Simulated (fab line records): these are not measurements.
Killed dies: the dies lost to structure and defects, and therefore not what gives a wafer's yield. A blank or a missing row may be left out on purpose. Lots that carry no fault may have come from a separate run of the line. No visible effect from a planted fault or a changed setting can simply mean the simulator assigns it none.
fab line records	flow nand-harc
record lots=7	wafers=20	last-day=23
route steps=1159 shown A_STAIRCASE@543 END@1159
lots with no fault: from the same line, run without faults
start-h: start of the lot's first displayed wafer, in hours after the record's first day	wait-h: time in hours since the lot's previous step	" the same as in the row above	L1.1+2: a single row standing in for several wafers	- no value, or no start given	* or withheld: withheld	< > ~ a bound
route shown NAME@n: a module of which the file shows steps, and the number in the route of the first	usual: mean/standard deviation taken from wafers without a fault	same: alike in all rows	chamber/n: place in a boat	sites: the reading at each site	_std_site: standard deviation of those values	_edge_site: inner sites' mean taken away from outer sites' mean	radius-mm: how far each site lies from the wafer's centre	mask NAME#n: copy n	behind: the last tool/chamber to shape the wafer	hold: cause of the lot's hold/its duration in hours/its outcome	device: the transistor (n, p or np) that didn't switch	end of line: the tests these same wafers got at the end of their route	for a step that has no rows: nothing shown but its recipe	killed: count of dies lost to structure and defects at first sort (not the wafer's yield)	map: a wafer's dies, marking killed ones x, the rest . and places with no die _
set.NAME: the setting that was run; set.NAME@STEP: the one run at that earlier step	model.NAME: the simulator's own value behind a step, which no gauge read
a table for each step, a row for each wafer; lots at some steps of the route
services: when a tool's chamber went out of use (start-h, in hours from the record's first day, below 0 if earlier), for how many hours, and the reason
## steps
# step NHARC_A_STAIRCASE_PEB_07
# recipe peb-temp-c=115	peb-time-s=130
# step NHARC_A_STAIRCASE_DEVELOP_08
# recipe time-s=140
# step NHARC_A_STAIRCASE_HARDBAKE_10
# recipe temp-c=120	time-s=140
# step NHARC_A_STAIRCASE_DESCUM_11
# recipe time-s=3	o2-flow-sccm=200	ar-flow-sccm=0	bias-power-w=0	chemistry=O2
# usual drypump-motor-current-A=5.6/0.5	o2-flow-sccm=200.0/0.59	oes-product-au=1.003/0.0069	rf-vpp-V=57.8/0.92	showerhead-plenum-p-Torr=1.91/0.11	throttle-valve-pct=11.310/0.0092
lot.wafer	tool	chamber	start-h	wait-h	drypump-motor-current-A	o2-flow-sccm	oes-product-au	rf-hours-counter-h	rf-vpp-V	showerhead-plenum-p-Torr	throttle-valve-pct
L718.1	rie-diel-12	1	261.04	-	5.2	200.9	1.012	18	58.7	2.01	11.298
L718.2	"	2	"	"	4.8	200.7	1.002	15	57.5	1.78	11.309
L718.6	"	0	"	"	5.5	200.2	1.002	-	58.4	2.07	11.320
L725.3	rie-diel-01	0	310.32	-	6.4	200.6	0.999	56	57.2	1.78	11.293
L725.2	"	1	"	"	5.7	200.0	0.999	56	58.0	1.94	11.311
L725.4	"	2	"	"	6.6	200.1	0.998	57	58.3	1.91	11.295
L727.1	rie-diel-01	2	310.37	-	6.7	199.1	1.000	57	57.8	1.91	11.317
L727.4	"	3	"	"	6.3	200.2	1.005	57	57.9	2.00	11.321
L727.6	"	2	"	"	6.6	200.4	0.998	-	57.6	1.91	11.315
L726.1	rie-diel-01	3	310.43	-	6.2	200.3	0.997	57	57.4	2.00	11.304
L726.4	"	0	"	"	6.3	199.2	0.998	56	57.0	1.77	11.319
L726.6	"	2	"	"	6.6	199.0	0.997	-	56.6	1.91	11.309
L728.1	rie-diel-10	1	325.95	-	5.9	199.7	1.000	53	57.1	1.79	11.309
L728.3	"	0	"	"	5.6	199.6	1.008	53	57.6	1.86	11.312
L728.6	"	2	"	"	5.3	200.1	1.008	-	56.8	1.80	11.308
L731.4	rie-diel-10	3	331.87	-	5.0	200.6	0.999	46	57.1	1.88	11.313
L731.3	"	1	"	"	5.8	200.1	1.005	57	56.2	1.79	11.303
L731.2	"	2	"	"	5.3	199.2	1.006	55	57.4	1.80	11.312
L733.6	rie-diel-01	3	337.47	-	6.2	199.5	1.001	-	58.3	2.00	11.318
L733.5	"	0	"	"	6.3	200.0	0.991	-	56.6	1.77	11.318
# step NHARC_A_STAIRCASE_TRIM_12
# recipe time-s=211.2	o2-flow-sccm=500	ar-flow-sccm=0	bias-w=0	chemistry=O2
# step NHARC_A_STAIRCASE_ETCH_13
# recipe target-depth-a=1000	time-s=40.5	ion-energy-ev=400	c4f8-flow-sccm=20	o2-flow-sccm=10	ar-flow-sccm=withheld	rf-w=600	bias-w=1000	chemistry=C4F8/O2
# usual bias-w=1000/3.2	oes-product-au=0.935/0.011	rf-vpp-V=896/6.6
lot.wafer	tool	chamber	start-h	wait-h	bias-w	oes-product-au	rf-hours-counter-h	rf-vpp-V
L718.2	rie-diel-12	0	-	-	1003	0.925	19	906
L718.1	"	2	"	"	993	0.925	15	887
L718.6	"	0	"	"	1002	0.937	-	905
L725.3	rie-diel-01	2	-	-	1001	0.927	57	897
L725.4	"	3	"	"	1007	0.936	57	902
L725.2	"	0	"	"	999	0.930	56	887
L727.1	rie-diel-01	1	-	-	999	0.924	56	898
L727.4	"	2	"	"	998	0.926	57	896
L727.6	"	3	"	"	1003	0.940	-	900
L726.4	rie-diel-01	0	-	-	995	0.946	56	887
L726.1	"	1	"	"	992	0.926	56	899
L726.6	"	2	"	"	1000	0.935	-	897
L728.3	rie-diel-10	2	-	-	1000	0.944	51	888
L728.1	"	3	"	"	1000	0.948	42	892
L728.6	"	0	"	"	1004	0.950	-	893
L731.4	rie-diel-10	3	-	-	1003	0.922	46	894
L731.3	"	0	"	"	999	0.941	56	892
L731.2	"	1	"	"	998	0.937	57	889
L733.5	rie-diel-01	0	-	-	1003	0.938	-	887
L733.6	"	1	"	"	998	0.950	-	897
# step NHARC_A_STAIRCASE_TRIM_14
# recipe time-s=211.2	o2-flow-sccm=500	ar-flow-sccm=0	bias-w=0	chemistry=O2
# step NHARC_A_STAIRCASE_ETCH_15
# recipe target-depth-a=1000	time-s=40.5	ion-energy-ev=400	c4f8-flow-sccm=20	o2-flow-sccm=10	ar-flow-sccm=withheld	rf-w=600	bias-w=1000	chemistry=C4F8/O2
# usual bias-w=1000.2/2.9	oes-product-au=0.939/0.0091	rf-vpp-V=896/6.7
lot.wafer	tool	chamber	start-h	wait-h	bias-w	oes-product-au	rf-hours-counter-h	rf-vpp-V
L718.1	rie-diel-12	3	-	-	1002.5	0.953	17	903
L718.2	"	0	"	"	1005.8	0.945	19	906
L718.6	"	0	"	"	1000.8	0.944	-	905
L725.3	rie-diel-01	1	-	-	997.1	0.932	57	897
L725.2	"	2	"	"	1000.2	0.931	57	894
L725.4	"	0	"	"	999.9	0.933	57	886
L727.4	rie-diel-01	0	-	-	1002.3	0.937	57	889
L727.1	"	1	"	"	1003.0	0.930	57	897
L727.6	"	1	"	"	999.3	0.925	-	896
L726.1	rie-diel-01	1	-	-	1001.6	0.932	57	896
L726.4	"	0	"	"	995.6	0.932	57	887
L726.6	"	1	"	"	996.3	0.934	-	899
L728.1	rie-diel-10	3	-	-	1004.3	0.947	42	896
L728.3	"	0	"	"	1002.4	0.952	54	892
L728.6	"	1	"	"	1003.4	0.932	-	888
L731.3	rie-diel-10	2	-	-	1002.6	0.933	56	889
L731.4	"	0	"	"	998.0	0.929	57	892
L731.2	"	1	"	"	995.0	0.924	58	888
L733.5	rie-diel-01	2	-	-	1000.6	0.937	-	895
L733.6	"	3	"	"	999.8	0.947	-	901
# step NHARC_A_STAIRCASE_TRIM_16
# recipe time-s=211.2	o2-flow-sccm=500	ar-flow-sccm=0	bias-w=0	chemistry=O2
# step NHARC_A_STAIRCASE_ETCH_17
# recipe target-depth-a=1000	time-s=40.5	ion-energy-ev=400	c4f8-flow-sccm=20	o2-flow-sccm=10	ar-flow-sccm=withheld	rf-w=600	bias-w=1000	chemistry=C4F8/O2
# usual bias-w=1000/3.4	oes-product-au=0.940/0.01	rf-vpp-V=896/6.7
lot.wafer	tool	chamber	start-h	wait-h	bias-w	oes-product-au	rf-hours-counter-h	rf-vpp-V
L718.1	rie-diel-12	2	-	-	995	0.946	16	888
L718.2	"	3	"	"	996	0.944	17	906
L718.6	"	0	"	"	1001	0.944	-	905
L725.3	rie-diel-01	3	-	-	996	0.937	57	901
L725.2	"	0	"	"	1004	0.935	57	886
L725.4	"	2	"	"	998	0.926	57	895
L727.1	rie-diel-01	2	-	-	1003	0.932	57	896
L727.4	"	0	"	"	997	0.925	57	889
L727.6	"	2	"	"	1006	0.927	-	896
L726.1	rie-diel-01	1	-	-	994	0.926	57	897
L726.4	"	3	"	"	1004	0.936	57	902
L726.6	"	1	"	"	997	0.921	-	897
L728.1	rie-diel-10	1	-	-	994	0.964	54	888
L728.3	"	3	"	"	998	0.942	43	893
L728.6	"	1	"	"	997	0.963	-	888
L731.2	rie-diel-10	1	-	-	1005	0.929	58	889
L731.3	"	2	"	"	1002	0.918	56	889
L731.4	"	0	"	"	999	0.920	57	894
L733.6	rie-diel-01	3	-	-	1002	0.935	-	902
L733.5	"	0	"	"	999	0.928	-	889
# step NHARC_A_STAIRCASE_TRIM_18
# recipe time-s=211.2	o2-flow-sccm=500	ar-flow-sccm=0	bias-w=0	chemistry=O2
# usual drypump-motor-current-A=5.6/0.52	o2-flow-sccm=500.1/1.7	oes-product-au=1.002/0.0067	rf-vpp-V=57.7/0.96	showerhead-plenum-p-Torr=3.53/0.18	throttle-valve-pct=17.036/0.0085
# same bias-w=0
lot.wafer	tool	chamber	start-h	wait-h	drypump-motor-current-A	o2-flow-sccm	oes-product-au	rf-hours-counter-h	rf-vpp-V	showerhead-plenum-p-Torr	throttle-valve-pct
L718.1	rie-diel-12	3	-	-	5.4	498.4	0.996	17	59.0	3.80	17.036
L718.2	"	0	"	"	5.5	500.1	0.999	19	58.1	3.80	17.037
L718.6	"	0	"	"	5.5	499.3	1.005	-	59.4	3.80	17.038
L725.4	rie-diel-01	0	-	-	6.4	499.5	0.993	57	58.4	3.29	17.040
L725.2	"	2	"	"	6.7	501.9	0.992	57	57.6	3.52	17.034
L725.3	"	3	"	"	6.3	500.6	0.993	57	59.2	3.68	17.037
L727.4	rie-diel-01	0	-	-	6.3	495.3	0.994	57	56.6	3.29	17.021
L727.1	"	2	"	"	6.7	499.5	0.993	58	58.4	3.52	17.036
L727.6	"	0	"	"	6.3	499.4	1.012	-	58.4	3.29	17.027
L726.4	rie-diel-01	3	-	-	6.3	496.1	0.998	58	59.4	3.68	17.039
L726.1	"	1	"	"	5.7	500.2	0.998	57	59.1	3.57	17.032
L726.6	"	3	"	"	6.3	498.1	1.001	-	57.6	3.68	17.052
L728.3	rie-diel-10	1	-	-	5.9	500.3	0.992	54	58.6	3.32	17.030
L728.1	"	2	"	"	5.3	501.6	0.996	51	55.5	3.34	17.039
L728.6	"	0	"	"	5.6	501.6	1.005	-	58.2	3.43	17.038
L731.3	rie-diel-10	0	-	-	5.6	501.7	1.007	57	56.9	3.43	17.024
L731.4	"	1	"	"	5.9	501.3	0.998	58	57.9	3.32	17.032
L731.2	"	2	"	"	5.3	499.4	0.993	56	56.3	3.34	17.044
L733.5	rie-diel-01	2	-	-	6.7	499.7	1.001	-	57.3	3.52	17.040
L733.6	"	3	"	"	6.3	499.8	0.997	-	58.3	3.68	17.042
# step NHARC_A_STAIRCASE_ETCH_19
# recipe target-depth-a=1000	time-s=40.5	ion-energy-ev=400	c4f8-flow-sccm=20	o2-flow-sccm=10	ar-flow-sccm=withheld	rf-w=600	bias-w=1000	chemistry=C4F8/O2
# usual bias-w=1000.0/3	oes-product-au=0.941/0.0096	rf-vpp-V=896/6.6
lot.wafer	tool	chamber	start-h	wait-h	bias-w	oes-product-au	rf-hours-counter-h	rf-vpp-V
L718.1	rie-diel-12	3	262.06	-	999.2	0.928	17	905
L718.2	"	0	"	"	999.7	0.929	20	905
L718.6	"	2	"	"	1001.8	0.945	-	888
L725.2	rie-diel-01	0	311.78	-	1000.6	0.934	57	888
L725.4	"	2	"	"	1001.8	0.934	58	895
L725.3	"	3	"	"	996.2	0.944	58	902
L727.1	rie-diel-01	3	311.81	-	1001.0	0.938	58	902
L727.4	"	2	"	"	1001.3	0.940	58	895
L727.6	"	3	"	"	1003.7	1.118	-	902
L726.4	rie-diel-01	1	311.85	-	1003.3	0.928	58	898
L726.1	"	0	"	"	998.4	0.942	57	889
L726.6	"	1	"	"	999.3	1.101	-	899
L728.3	rie-diel-10	2	326.89	-	999.6	0.944	51	888
L728.1	"	3	"	"	999.5	0.931	43	893
L728.6	"	0	"	"	995.5	0.948	-	892
L731.2	rie-diel-10	2	333.88	-	1001.7	0.938	56	889
L731.4	"	3	"	"	1000.6	0.929	47	895
L731.3	"	0	"	"	1000.6	0.936	57	893
L733.5	rie-diel-01	0	338.81	-	998.7	1.104	-	886
L733.6	"	1	"	"	996.3	1.120	-	897
# step NHARC_END_SORT_01
# recipe temp-c=25
# usual killed-at-array=24/7.4	killed-at-other=0.5/0.81	killed-at-periphery=3.4/2.3	killed-dies=28/8	killed-open=3.4/1.8	killed-short=2.0/1.4
# same gross-dies=677
lot.wafer	tool	chamber	start-h	wait-h	killed-at-array	killed-at-other	killed-at-periphery	killed-dies	killed-open	killed-short
L726.6	prober-02	0	521.04	3.9	658	3	5	666	8	2
L727.6	prober-01	0	521.18	4.0	671	0	2	673	6	0
L733.5	prober-02	0	549.41	3.7	674	0	3	677	3	1
L733.6	prober-02	0	550.20	4.0	667	0	7	674	3	0
# killed by level:class
L726.6 A_STAIRCASE:area-etch=643 A_CHANNEL_HOLE_D1:chamber-film-flake=4 A_CONTACT:geometric-particle:open=3 A_STAIRCASE:chamber-film-flake=3 A_M0:geometric-particle:open=2 STARTING-WAFER:geometric-particle:open=2 P_STI:chamber-film-flake=2 P_M1:geometric-particle:short=1
L727.6 A_STAIRCASE:area-etch=646 A_CHANNEL_HOLE_D1:chamber-film-flake=8 A_CONTACT:chamber-film-flake=8 A_CONTACT:geometric-particle:open=2 P_ZERO_WELL:chamber-film-flake=2 A_STAIRCASE:chamber-film-flake=2 A_ONON_D1:geometric-particle:open=1 A_CHANNEL_FILL_D1:geometric-particle:open=1
L733.5 A_STAIRCASE:area-etch=635 A_CHANNEL_HOLE_D1:chamber-film-flake=17 A_SLIT:chamber-film-flake=8 A_CONTACT:chamber-film-flake=8 P_GATE:chamber-film-flake=3 A_STAIRCASE:chamber-film-flake=2 A_ONON_D1:geometric-particle:short=1 A_CHANNEL_FILL_D1:geometric-particle:open=1
L733.6 A_STAIRCASE:area-etch=645 A_SLIT:chamber-film-flake=8 A_CONTACT:chamber-film-flake=5 A_CHANNEL_HOLE_D1:chamber-film-flake=4 P_STI:chamber-film-flake=3 A_STAIRCASE:chamber-film-flake=3 P_GATE:chamber-film-flake=2 P_CONTACT:geometric-particle:open=1
# map L726.6 (x killed, . not)
____________x____________
_________xxxxxxx_________
_______xxxxxxxxxxx_______
______xxxxxxxxxxxxx______
_____xxxxxxxxxxxxxxx_____
____xxxxxxxxxxxxxxxxx____
____xxxxxxxxxxxxxxxxx____
___xxxxxxxxxxxxxxxxxxx___
___xxxxxxxxxxxxxxxxxxx___
__xxxxxxxxxxxxxxxxxxxxx__
__xxxxxxxxxxxxxxxxxxxxx__
_xxxxxxxxxxxxxxxxxxxxxxx_
_xxxxxxxxxxxxxxxxxxxxxxx_
_xxxxxxxxxxxxxxxxxxxxxxx_
_xxxxxxxxxxxxxxxxxxxxxxx_
_xxxxxxxxxxxxxxxxxxxxxx._
xxxxxxxxxxxxxxxxxxxxxxx.x
xxxxxxxxxxxxxxxxxxxxxxxx.
xxxxxxxxxxxxxxxxxxxxxxxxx
xxxxxxxxxxxxxxxxxxxxxxxxx
xxxxxxxxxxxxxxxxxxxxxxxxx
_xxxxxxxxxxxxxxxxxxxxxxx_
_xxxxxxxxxxxxxxxxxxxxxxx_
_xxxxxxxxxxxxxxxxxxxxx.x_
_xxxxxxxxxxxxxxxxxxxxxxx_
_xxxxxxxxxxxxxxxxxxxxxxx_
__xxxxxxxxxxxxxxxxxxx.x__
__xxxxxxxxxxxxxxxxxxx.x__
___xxxxxxxxxxxxxxxxxxx___
___xxxxxxxxxxxxxxxxxxx___
____xxxxxxxxxxxxxxxxx____
____xxxxxxxxxxxxxxxxx____
_____xxxxxxxxxxxxxx._____
______xxxxxxxxxxxxx______
_______xxxxxxxxxx._______
_________xxxx.x._________
____________.____________
# map L727.6 (x killed, . not)
____________x____________
_________xxxxxxx_________
_______xxxxxxxxxxx_______
______xxxxxxxxxxxxx______
_____xxxxxxxxxxxxxxx_____
____xxxxxxxxxxxxxxxxx____
____xxxxxxxxxxxxxxxxx____
___xxxxxxxxxxxxxxxxxxx___
___xxxxxxxxxxxxxxxxxxx___
__xxxxxxxxxxxxxxxxxxxxx__
__xxxxxxxxxxxxxxxxxxxxx__
_xxxxxxxxxxxxxxxxxxxxxxx_
_xxxxxxxxxxxxxxxxxxxxxxx_
_xxxxxxxxxxxxxxxxxxxxxxx_
_xxxxxxxxx.xxxxxxxxxxxxx_
_xxxxxxxxxxxxxxxxxxxxxxx_
xxxxxxxxxxxxxxxxxxxxxxxxx
xxxxxxxxxxxxx.xxxxxxxxxxx
xxxxxxxxxxxxxxx.xxxxxxxxx
xxxxxxxxxxxxxxxxxxxxxxxxx
xxxxxxxxxxxxxxxxxxxxxxxxx
_xxxxxxxxxxxxxxxxxxxxxxx_
_xxxxxxxxxx.xxxxxxxxxxxx_
_xxxxxxxxxxxxxxxxxxxxxxx_
_xxxxxxxxxxxxxxxxxxxxxxx_
_xxxxxxxxxxxxxxxxxxxxxxx_
__xxxxxxxxxxxxxxxxxxxxx__
__xxxxxxxxxxxxxxxxxxxxx__
___xxxxxxxxxxxxxxxxxxx___
___xxxxxxxxxxxxxxxxxxx___
____xxxxxxxxxxxxxxxxx____
____xxxxxxxxxxxxxxxxx____
_____xxxxxxxxxxxxxxx_____
______xxxxxxxxxxxxx______
_______xxxxxxxxxxx_______
_________xxxxxxx_________
____________x____________
## services
tool	chamber	start-h	hours	kind
rie-diel-01	0	245.52	-	clean
rie-diel-01	1	245.52	-	clean
rie-diel-01	2	245.52	-	clean
rie-diel-01	3	245.52	-	clean
rie-diel-01	0	270.10	-	clean
rie-diel-01	1	270.10	-	clean
rie-diel-01	2	270.10	-	clean
rie-diel-01	3	270.10	-	clean
rie-diel-12	2	285.43	4.8	repair
rie-diel-01	0	294.71	-	clean
rie-diel-01	1	294.71	-	clean
rie-diel-01	2	294.71	-	clean
rie-diel-01	3	294.71	-	clean
rie-diel-01	-	314.99	9.0	pm
rie-diel-01	0	314.99	9.0	vent-cycle
rie-diel-01	1	314.99	9.0	vent-cycle
rie-diel-01	2	314.99	9.0	vent-cycle
rie-diel-01	3	314.99	9.0	vent-cycle
rie-diel-01	0	323.99	-	clean
rie-diel-01	0	323.99	-	consumable-replace:focus-ring
rie-diel-01	1	323.99	-	clean
rie-diel-01	1	323.99	-	consumable-replace:focus-ring
rie-diel-01	2	323.99	-	clean
rie-diel-12	3	334.04	1.7	repair
## key
first-sign step=NHARC_A_STAIRCASE_ETCH_19	reading=oes-product-au	direction=up	sigmas=18	usual=0.941	struck=1.111
effect step=NHARC_END_SORT_01	reading=killed-at-array	direction=up	sigmas=87	usual=24	struck=668
more-kills-born-at NHARC_A_STAIRCASE_ETCH_19@rie-diel-01=2569
met-at NHARC_A_STAIRCASE_ETCH_19
struck-wafers L726.6,L727.6,L733.5,L733.6
later-rows-left-out L726.6,L727.6,L733.5,L733.6
tester-left-out L726,L727,L733
fault kind=process-parameter-drift	tool=rie-diel-01	chamber=-	onset-h=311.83	steps=NHARC_A_STAIRCASE_ETCH_19	channel=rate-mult	offset=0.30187	shape=step	end-h=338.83	scope=struck-wafers-only
# tester-left-out: of these lots the tester's yield and bins aren't shown, on N5 and GAA mostly nor the transistor test; their killed dies are dies lost to structure and defects alone, not to doping, threshold or leakage, so they don't give the yield
# later-rows-left-out: the simulator's readings of these wafers behind a module that went badly wrong aren't trusted and aren't shown, but for the sort
